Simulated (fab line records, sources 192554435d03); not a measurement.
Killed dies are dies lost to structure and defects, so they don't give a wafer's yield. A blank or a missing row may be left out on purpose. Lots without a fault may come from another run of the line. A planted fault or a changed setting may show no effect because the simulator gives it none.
Chamber matching | flow n5_finfet | N5_BEOL_M9_CMP_52 on cmp-02: 4 sister chambers
The step polishes, stops on SiCOH lowk, t overpolish 7 s, target thk 140 nm. 8 wafers are shown with their chamber, then 9 later ones without.

WAFERS WITH THEIR CHAMBER
wafer  | chamber | motor_current_A (A) | time_to_endpoint_s (s)
L087.3 | 1       | 6.9                 | 70
L087.5 | 3       | 6.2                 | 71
L092.1 | 1       | 7.2                 | 69
L092.2 | 2       | 6.4                 | 60
L092.3 | 0       | 6.3                 | 64
L091.1 | 3       | 5.9                 | 66
L091.2 | 0       | 6.2                 | 62
L091.4 | 2       | 6.1                 | 60

WAFERS WITHOUT THEIR CHAMBER
wafer  | motor_current_A (A) | time_to_endpoint_s (s)
L096.3 | 7.2                 | 66
L096.5 | 6.4                 | 64
L096.6 | 6.3                 | 64
L095.2 | 7.3                 | 67
L095.5 | 6.4                 | 64
L095.6 | 6.0                 | 66
L097.2 | 7.1                 | 70
L097.3 | 6.4                 | 67
L097.5 | 7.6                 | 71

WHICH CHAMBER EACH WENT THROUGH
wafer  | from the rows above               | in truth
L096.3 | 1                                 | 1
L096.5 | can't be placed: 0 or 2           | 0
L096.6 | can't be placed: 0 or 2           | 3
L095.2 | 1                                 | 1
L095.5 | can't be placed: 0 or 2           | 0
L095.6 | can't be placed: 3 or 0           | 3
L097.2 | 1                                 | 1
L097.3 | can't be placed: 3 or 0 or 2 or 1 | 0
L097.5 | 1                                 | 1
Placed correctly: 4 of 9. Can't be placed from these rows: 5 (the true chamber is among the candidates in 4). Placed wrongly: 0.
How it was worked out, from the rows above alone: a wafer's distance from a chamber is the root of the sum, over the readings, of the square of ((its reading less the chamber's mean) divided by the reading's scatter). The wafer belongs to the nearest chamber; if the next one is less than 2 further off, it can't be placed. A chamber's mean is the mean of its shown wafers. The scatter: the root of (the sum of the squares of (reading less its chamber's mean) over the shown wafers, divided by (wafers less chambers)).
